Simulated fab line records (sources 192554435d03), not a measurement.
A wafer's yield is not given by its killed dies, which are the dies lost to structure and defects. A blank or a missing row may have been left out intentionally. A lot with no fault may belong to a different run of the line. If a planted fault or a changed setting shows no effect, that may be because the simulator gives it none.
Matching of chambers    flow n5-finfet    N5_MOL_CONTACT_COAG_CONTACT_ETCH_14 on rie-diel-04 has 4 sister chambers
The step etches SiO2 in C4F6/O2, target depth 27.5 nm, overetch 8.5 nm, time 20 s. 4 wafers are shown with their chamber, then 12 later ones without.

## EACH WAFER AND ITS CHAMBER
wafer   chamber  throttle-valve-pct (%)
L084.2  0        21.70
L086.5  1        21.14
L092.2  3        21.70
L092.5  2        20.99

## WAFERS MISSING THEIR CHAMBER
wafer   throttle-valve-pct (%)
L094.1  21.36
L094.3  21.01
L094.5  21.72
L095.3  21.70
L095.4  21.02
L095.5  20.90
L096.3  21.38
L096.5  21.00
L096.6  20.91
L097.1  20.89
L097.2  21.39
L097.6  21.72

## EACH ONE'S CHAMBER
wafer   from the rows above                in truth
L094.1  can't be placed: 1 or 0 or 3 or 2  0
L094.3  can't be placed: 2 or 1            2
L094.5  can't be placed: 0 or 3            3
L095.3  can't be placed: 0 or 3            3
L095.4  can't be placed: 2 or 1            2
L095.5  can't be placed: 2 or 1            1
L096.3  can't be placed: 1 or 0 or 3 or 2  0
L096.5  can't be placed: 2 or 1            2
L096.6  can't be placed: 2 or 1            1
L097.1  can't be placed: 2 or 1            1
L097.2  can't be placed: 1 or 0 or 3 or 2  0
L097.6  can't be placed: 0 or 3            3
Placed correctly: 0 of 12. From these rows, 12 cannot be placed; in 12 the true chamber is one of the candidates. 0 placed wrongly.
How it was worked out, from the rows above alone: a wafer's distance from a chamber is the root of the sum, over the readings, of the square of ((its reading less the chamber's mean) divided by the reading's scatter). If the next closest chamber is less than 2 further off than the closest, the wafer can't be placed; otherwise it belongs to the closest. Each chamber's mean is taken over the wafers shown for it. The scatter: with one shown wafer a chamber, the root of the mean of the squares of how far each hidden wafer lies from its nearest shown one.
